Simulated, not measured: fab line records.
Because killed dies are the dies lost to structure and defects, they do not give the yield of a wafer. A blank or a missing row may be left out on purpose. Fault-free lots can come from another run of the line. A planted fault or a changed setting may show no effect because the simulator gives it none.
A lot that was struck, set against a sound lot | flow n5 finfet | 27 out of 1938 route steps
Sound: the wafers L197.2, L197.3, L197.5. Struck: wafers L209.2, L209.5. (L209.3 of the same lot was not struck and is left out.) The cause comes at the end.
At each step with rows: each side's tool, then ch and its chambers, then its first start. Under that, the readings that differ: sound wafers | struck wafers | difference of the means | sigmas: that difference in standard deviations of wafers without a fault.
alike: words and numbers the same on both sides, and readings whose means are apart by under 2 such deviations; not compared: readings that were withheld, readings missing a value for some wafer, numbers with overlapping values and no deviation given by the record, and bounds like >300 which may hide the same value.
A row with sigmas, a row that says differs or no value, or rows on one side alone: a step with any of these is where the two part. When numbers do not overlap yet have no deviation, they are printed without sigmas and do not part them. Lack of a reading on every wafer of one side parts them only where that side has two or more wafers.

N5_BEOL_M5_ANNEAL_51: time 90 s.
  sound on rtp anneal-02 ch 0, day 11 03:10; struck on rtp anneal-02 ch 0, day 13 18:34
  alike: wafer_temp_C_max
then, 1 step without rows for these wafers: N5_BEOL_M5_CMP_52 (polishes, stops on SiCOH lowk, t overpolish 6.9 s, target thk 62 nm).
N5_BEOL_M5_THK_MEAS_53: measures by xrf.
  struck on film metro-02, day 13 19:07; sound on film metro-02, day 11 03:43
  alike: M5_THK
then, 3 steps without rows for these wafers: N5_BEOL_M5_PRE_CLEAN_77 (time 15 s); N5_BEOL_M5_CO_CAP_78 (material Co, precursor CCTBA/H2, target thk 2 nm, time 102.1 s); N5_BEOL_M5_PRE_CLEAN_55 (time 15 s).
N5_BEOL_M5_DEP_56: deposits SiCN from 3MS/NH3, target thk 8 nm, time 14 s.
  sound on pecvd-01 ch 0,2, day 11 03:55; struck on pecvd-03 ch 0,2, day 13 19:19
  alike: showerhead plenum p Torr, throttle valve pct
  not compared: since wet clean h
N5_BEOL_M5_RS_MEAS_57: the measuring method here is four-point-probe.
  struck on film metro-01, day 13 19:23; sound on film metro-02, day 11 03:59
  alike: M5_RS
N5_BEOL_M5_INSPECT_58: inspects for defects (darkfield).
  struck on defect inspect-01, day 13 19:24; sound on defect inspect-01, day 11 04:01
  alike: raw defect count
then, 1 step without rows for these wafers: N5_BEOL_M6_ILD_DEP_00 (deposits SiCOH lowk from DEMS/porogen, target thk 179.75 nm, time 33.4 s).
N5_BEOL_M6_CURE_74: cures SiCOH lowk, time 240 s.
  sound on uv cure-01 ch 2, day 11 04:11; struck on uv cure-03 ch 0, day 13 19:40
  alike: lamp power pct, wafer_temp_C_max
N5_BEOL_M6_THK_MEAS_01:
  struck on film metro-02, day 13 20:30; sound on film metro-01, day 11 04:37
  alike: M6_ILD_THK
N5_BEOL_M6_PECVD_70: deposits SiO2 from TEOS/O2, target thk 20 nm, time 22.7 s.
  sound on pecvd-02 ch 0,2, day 11 04:40; struck on pecvd-02 ch 2, day 13 20:33
  alike: heater power outer w, heater power w, showerhead plenum p Torr, throttle valve pct
  not compared: since wet clean h
N5_BEOL_M6_HM_DEP_02: deposits TiN, target thk 20 nm.
  struck on pvd sputter-01, day 13 22:14; sound on pvd sputter-03, day 11 05:13
  alike: throttle valve pct
then, 8 steps without rows for these wafers: N5_BEOL_M6_COAT_59 (time 60 s, resist thk 100 nm); N5_BEOL_M6_COAT_60 (time 60 s, resist thk 35 nm); N5_BEOL_M6_COAT_05 (resist thk 90 nm); N5_BEOL_M6_EBR_07; N5_BEOL_M6_SOFTBAKE_06 (time 60 s); N5_BEOL_M6_EXPOSE_08 (exposes mask M6); N5_BEOL_M6_PEB_09 (peb time 60 s); N5_BEOL_M6_DEVELOP_10 (develop time 30 s).
N5_BEOL_M6_CD_MEAS_11 targets a cd of 38.5 nm.
  sound on cd sem-03 ch 0, day 11 05:44; struck on cd sem-02 ch 0, day 13 22:37
  alike: cd nm
N5_BEOL_M6_OVL_MEAS_12:
  sound on overlay-01 ch 0, day 11 05:46; struck on overlay-02 ch 0, day 13 22:39
  reading     | sound       | struck    | difference | sigmas
  M6_OVL (nm) | 0.5 0.0 0.5 | -1.3 -1.1 | -1.5       | -2
N5_BEOL_M6_INSPECT_13: inspects for defects (brightfield).
  struck on defect inspect-01, day 13 22:40; sound on defect inspect-01, day 11 05:47
  reading          | sound       | struck    | difference | sigmas
  raw defect count | 369 459 469 | 1053 1037 | +613       | +7
N5_BEOL_M6_DESCUM_16: chemistry O2, time 7.9 s.
  sound on rie diel-05 ch 2,3, day 11 05:49; struck on rie diel-03 ch 0, day 13 22:43
  alike: bias power w, drypump motor current A, oes product au, rf vpp V, showerhead plenum p Torr, throttle valve pct
  not compared: rf hours counter h
-- a jump in the record: the struck wafers' starts before and after are 4 days apart (it breaks off in module BEOL_M6 and resumes in module PASSIVATION, where the first step shown is number 1936 of the route) --
N5_PASSIVATION_PROBE_49:
  record: rows for the struck wafers here (prober-01, day 17 19:56), none for the sound ones

## WHERE THEY PART
First at N5_BEOL_M6_OVL_MEAS_12; last, within this record, at N5_PASSIVATION_PROBE_49.

WHY: the cause the simulator had injected
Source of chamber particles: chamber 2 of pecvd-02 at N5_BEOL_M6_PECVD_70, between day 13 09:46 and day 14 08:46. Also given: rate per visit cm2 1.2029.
